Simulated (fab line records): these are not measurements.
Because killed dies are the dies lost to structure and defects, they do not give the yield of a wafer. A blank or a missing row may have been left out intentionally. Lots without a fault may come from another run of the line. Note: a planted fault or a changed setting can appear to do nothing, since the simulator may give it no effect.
Lot-split experiment    flow n5Finfet    on a route of 1938 steps: 7 lots, 21 wafers read

ABOUT THE SPLIT
At N5_BEOL_M12_ETCH_38 (etches SiCN in CF4/N2, target depth 68.7 nm, time 73.4 s), the setting timeS was moved away from the recipe's 73.4 s on 9 of the 21 wafers read, by -19.6% to +15.4%. This setting was run at the recipe's value on the other wafers.

The split's own step is where the reading is taken.

THE READING
etch.depthNm (the simulator's own value, which no gauge read), in nm, at N5_BEOL_M12_ETCH_38 (etches SiCN in CF4/N2, target depth 68.7 nm, time 73.4 s). The file gives no usual value for it. Across the 12 wafers here that went through the recipe, the average is 58.70 nm and the standard deviation 0.81 nm.

wafer   tool, chamber at the split  timeS as run, s  against the recipe  etch.depthNm, nm  against lot-mates on the recipe
L077.3  rieDiel-06, 0               73.4             recipe              58.08             -
L077.4  rieDiel-06, 0               73.4             recipe              58.37             -
L077.5  rieDiel-06, 2               84.72            +15.4%              67.31             +9.09
L079.1  rieDiel-06, 0               73.4             recipe              58.17             -
L079.3  rieDiel-06, 3               73.4             recipe              60.46             -
L079.5  rieDiel-06, 2               73.4             recipe              58.61             -
L080.2  rieDiel-05, 1               73.4             recipe              57.89             -
L080.5  rieDiel-05, 1               73.4             recipe              58.45             -
L080.6  rieDiel-05, 2               66.96            -8.8%               53.57             -4.60
L085.1  rieDiel-06, 2               62.48            -14.9%              49.71             -8.50
L085.5  rieDiel-06, 3               62.48            -14.9%              51.05             -7.16
L085.6  rieDiel-06, 2               73.4             recipe              58.21             -
L088.2  rieDiel-04, 3               79.23            +7.9%               64.31             no lot-mate on the recipe
L088.3  rieDiel-04, 0               79.23            +7.9%               62.97             no lot-mate on the recipe
L088.6  rieDiel-04, 2               79.23            +7.9%               63.7              no lot-mate on the recipe
L092.1  rieDiel-06, 3               73.4             recipe              60.21             -
L092.2  rieDiel-06, 2               58.98            -19.6%              46.94             -13.27
L092.3  rieDiel-06, 0               58.98            -19.6%              46.85             -13.36
L095.1  rieDiel-04, 1               73.4             recipe              57.95             -
L095.3  rieDiel-04, 3               73.4             recipe              58.98             -
L095.6  rieDiel-04, 3               73.4             recipe              58.97             -

FIT RESULTS
A straight line over all 21 wafers: etch.depthNm changes by +0.587 nm for each +1% of timeS; r = +0.99; the points scatter about the line by 0.75 nm.
The same after taking each lot's own level away (the mean of its wafers on the recipe; 18 wafers): +0.613 nm for each +1%; r = +0.99; scatter 0.87 nm.
Per that fit: largest timeS move, reading shift of 12 nm.
Across the lots, their own levels run from 58.170 to 60.210 nm, a range of 2.5 times the standard deviation given above.
So the lot-to-lot level changes the slope little: the two slopes agree.
Check: for one of the wafers moved furthest among these (-19.6%), held out of the fit, the line's prediction against its lot-mates is -11.6 nm. It came out at -13.3 nm against them.

OTHER SPLITS APPLIED TO THESE WAFERS
Before the reading, these wafers also passed through other splits. Each is held against what the fit with the lots' levels taken away leaves over:
other split on the same wafers  wafers away from the commonest value  r with etch.depthNm (lot level and that fit taken away)
N5_BEOL_M8_EXPOSE_25 doseMj     5                                     -0.24
N5_BEOL_M8_ETCH_65 sourceW      5                                     +0.14
N5_BEOL_M9_ETCH_62 timeS        6                                     +0.12
N5_BEOL_M9_COAT_22 spinRpm      7                                     -0.06
N5_BEOL_M10_ETCH_41 sourceW     7                                     -0.22
N5_BEOL_M11_CURE_72 timeS       7                                     +0.08
N5_BEOL_M12_ETCH_67 sourceW     6                                     +0.16

FILE'S OWN FIT
etch.depthNm changes by +0.606 nm for each +1% of timeS, r = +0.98.
